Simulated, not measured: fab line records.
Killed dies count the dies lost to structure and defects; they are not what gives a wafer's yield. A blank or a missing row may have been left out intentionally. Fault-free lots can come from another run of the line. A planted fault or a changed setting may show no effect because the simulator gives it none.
Chamber matching + flow nand harc + 4 sister chambers for NHARC_A_CHANNEL_FILL_D1_CMP_10 on cmp-02
The step polishes, target thk 150 nm. 8 wafers are shown with their chamber, then 7 later ones without.

== WAFERS PAIRED WITH THEIR CHAMBERS ==
| wafer  | chamber | motor current A (A) | time to endpoint s (s) |
|--------|---------|---------------------|------------------------|
| L968.4 | 1       | 13.5                | 13.8                   |
| L970.2 | 2       | 11.7                | 13.1                   |
| L970.6 | 0       | 11.5                | 17.3                   |
| L971.2 | 3       | 11.4                | 12.4                   |
| L971.3 | 1       | 13.8                | 11.4                   |
| L971.5 | 0       | 11.7                | 16.8                   |
| L973.2 | 2       | 11.8                | 15.3                   |
| L973.3 | 3       | 11.4                | 11.9                   |

== WAFERS WITHOUT THEIR CHAMBER ==
| wafer  | motor current A (A) | time to endpoint s (s) |
|--------|---------------------|------------------------|
| L973.5 | 11.5                | 12.2                   |
| L974.2 | 11.3                | 14.1                   |
| L974.5 | 11.5                | 10.3                   |
| L974.6 | 11.2                | 14.3                   |
| L978.4 | 11.5                | 15.8                   |
| L978.5 | 11.8                | 17.6                   |
| L978.6 | 10.9                | 13.8                   |

== WHICH CHAMBER EACH WENT THROUGH ==
| wafer  | from the rows above          | in truth |
|--------|------------------------------|----------|
| L973.5 | can't be placed: 3 or 2      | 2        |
| L974.2 | can't be placed: 3 or 0 or 2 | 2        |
| L974.5 | 3                            | 3        |
| L974.6 | can't be placed: 3 or 0 or 2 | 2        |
| L978.4 | can't be placed: 0 or 2 or 3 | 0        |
| L978.5 | can't be placed: 0 or 2      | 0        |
| L978.6 | can't be placed: 3 or 0      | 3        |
Correct placement for 1 of the 7. Can't be placed from these rows: 6 (the true chamber is among the candidates in 6). Placed wrongly: 0.
How it was worked out, from the rows above alone: a wafer's distance from a chamber is the root of the sum, over the readings, of the square of ((its reading less the chamber's mean) divided by the reading's scatter). The wafer belongs to the nearest chamber; if the next one is less than 2 further off, it can't be placed. A chamber's mean is the mean of its shown wafers. The scatter: the root of (the sum of the squares of (reading less its chamber's mean) over the shown wafers, divided by (wafers less chambers)).
